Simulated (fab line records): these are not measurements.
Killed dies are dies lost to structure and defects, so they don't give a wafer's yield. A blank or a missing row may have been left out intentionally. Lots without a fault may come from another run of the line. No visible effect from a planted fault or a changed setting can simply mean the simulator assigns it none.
Lot-split experiment -- flow n5-finfet -- on a route of 1938 steps: 7 lots, 39 wafers read

## ABOUT THE SPLIT
At N5_BEOL_M9_DESCUM_16 (chemistry O2, time 7.9 s), the setting time-s was moved away from the recipe's 7.9 s on 9 of the 39 wafers read, by +23.0% to +34.4%. For the rest of the wafers, this setting stayed at what the recipe calls for.

Between the split and the reading, the file records no step.

## THE READING
CAR-ArF_of_BEOL_M9_COAT_05.thk-nm (the simulator's own value, which no gauge read), in nm, at N5_BEOL_M9_ETCH_61 (etches SiARC in CF4, target depth 39 nm, time 65 s). No usual value for it is given in the file. Here, 30 wafers ran the recipe; their average is 55.5 nm with a standard deviation of 0.22 nm.

wafer,"tool, chamber at the split","time-s as run, s",against the recipe,"CAR-ArF_of_BEOL_M9_COAT_05.thk-nm, nm",against lot-mates on the recipe
L075.1,"rie-diel-02, 0",9.718,+23.0%,54.6,-1.1
L075.2,"rie-diel-02, 2",9.718,+23.0%,54.8,-0.9
L075.5,"rie-diel-02, 2",9.718,+23.0%,54.8,-0.9
L075.3,"rie-diel-02, 3,1",7.9,recipe,55.6,-
L075.4,"rie-diel-02, 3,1",7.9,recipe,55.6,-
L075.6,"rie-diel-02, 3",7.9,recipe,55.8,-
L082.1,"rie-diel-05, 0,1,0,3",7.9,recipe,55.8,-
L082.3,"rie-diel-05, 0,1,0,3",7.9,recipe,55.8,-
L082.5,"rie-diel-05, 0,1,0,3",7.9,recipe,55.8,-
L082.2,"rie-diel-05, 3",7.9,recipe,55.4,-
L082.4,"rie-diel-05, 2",7.9,recipe,55.6,-
L082.6,"rie-diel-05, 0,1,0,3",7.9,recipe,55.6,-
L084.1,"rie-diel-04, 3",7.9,recipe,55.6,-
L084.6,"rie-diel-04, 3",7.9,recipe,55.6,-
L084.2,"rie-diel-04, 0,2,0",9.766,+23.6%,54.8,-0.9
L084.4,"rie-diel-04, 0,2,0",9.766,+23.6%,54.8,-0.9
L084.5,"rie-diel-04, 0,2,0",9.766,+23.6%,54.8,-0.9
L084.3,"rie-diel-04, 1",7.9,recipe,56,-
L085.1,"rie-diel-04, 2,0",7.9,recipe,55.6,-
L085.5,"rie-diel-04, 2,0",7.9,recipe,55.6,-
L085.2,"rie-diel-04, 3,0",7.9,recipe,55.4,-
L085.4,"rie-diel-04, 3,0",7.9,recipe,55.4,-
L085.3,"rie-diel-04, 1",7.9,recipe,55.2,-
L085.6,"rie-diel-04, 1",7.9,recipe,55.8,-
L092.1,"rie-diel-05, 2",7.9,recipe,55.4,-
L092.6,"rie-diel-05, 2",7.9,recipe,55.4,-
L092.5,"rie-diel-05, 3",7.9,recipe,55.2,-
L076.1,"rie-diel-02, 0,3",7.9,recipe,55.4,-
L076.3,"rie-diel-02, 1,2,2",7.9,recipe,55.4,-
L076.6,"rie-diel-02, 1,2,2",7.9,recipe,55.4,-
L076.2,"rie-diel-02, 1,2,2",7.9,recipe,55.2,-
L076.4,"rie-diel-02, 3",7.9,recipe,55,-
L076.5,"rie-diel-02, 0,3",7.9,recipe,55.6,-
L096.1,"rie-diel-04, 0,2",10.62,+34.4%,54,-1.7
L096.5,"rie-diel-04, 0,2",10.62,+34.4%,54,-1.7
L096.2,"rie-diel-04, 3",7.9,recipe,55.8,-
L096.3,"rie-diel-04, 1,2",7.9,recipe,55.6,-
L096.4,"rie-diel-04, 1,2",7.9,recipe,55.6,-
L096.6,"rie-diel-04, 1",10.62,+34.4%,54.2,-1.5
Where a row lists several chambers, the file gives one row for several wafers and doesn't say which wafer went through which chamber.

FIT RESULTS
A straight line over all 39 wafers: CAR-ArF_of_BEOL_M9_COAT_05.thk-nm changes by -0.0384 nm for each +1% of time-s; r = -0.91; the points scatter about the line by 0.21 nm.
The same after taking each lot's own level away (the mean of its wafers on the recipe; 39 wafers): -0.0436 nm for each +1%; r = -0.96; scatter 0.15 nm.
Per that fit: largest time-s move, reading shift of 1.5 nm.
The span of the lots' own levels, 55.33 to 55.73 nm, comes to 1.8 times the standard deviation stated above.
In other words, the slope is changed by the lot-to-lot level; the two fits disagree.
Check: with one of the wafers moved furthest among these (+34.4%) left out of the fit, the line predicts -1.46 nm for it against its lot-mates. It came out at -1.67 nm against them.

## OTHER SPLITS ON THESE WAFERS
Other splits were also applied to these wafers ahead of the reading. Each is held against what the fit with the lots' levels taken away leaves over:
other split on the same wafers,wafers away from the commonest value,r with CAR-ArF_of_BEOL_M9_COAT_05.thk-nm (lot level and that fit taken away)
N5_ZERO_LAYER_DEVELOP_10 develop-time-s,12,-0.11
N5_DUMMY_GATE_ETCH_32 time-s,9,-0.21
N5_HKMG_FIN_ETCH_67 target-depth-a,18,+0.10
N5_MOL_CONTACT_COAG_CVD_140 target-thk-a,15,+0.18

## THE WHOLE CHAIN: every reading that the file lists as answering this split, in the file's order
step,what it does,reading,change (the file's fit),r (the file's)
N5_BEOL_M9_DESCUM_16,"chemistry O2, time 7.9 s","CAR-ArF_of_BEOL_M9_COAT_05.thk-nm (the simulator's own value, which no gauge read)",-0.0441 nm for each +1% of the setting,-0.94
N5_BEOL_M9_ETCH_61,"etches SiARC in CF4, target depth 39 nm, time 65 s","CAR-ArF_of_BEOL_M9_COAT_05.thk-nm (the simulator's own value, which no gauge read)",-0.0434 nm for each +1% of the setting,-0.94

## FILE'S OWN FIT
CAR-ArF_of_BEOL_M9_COAT_05.thk-nm changes by -0.0434 nm for each +1% of time-s, r = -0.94.
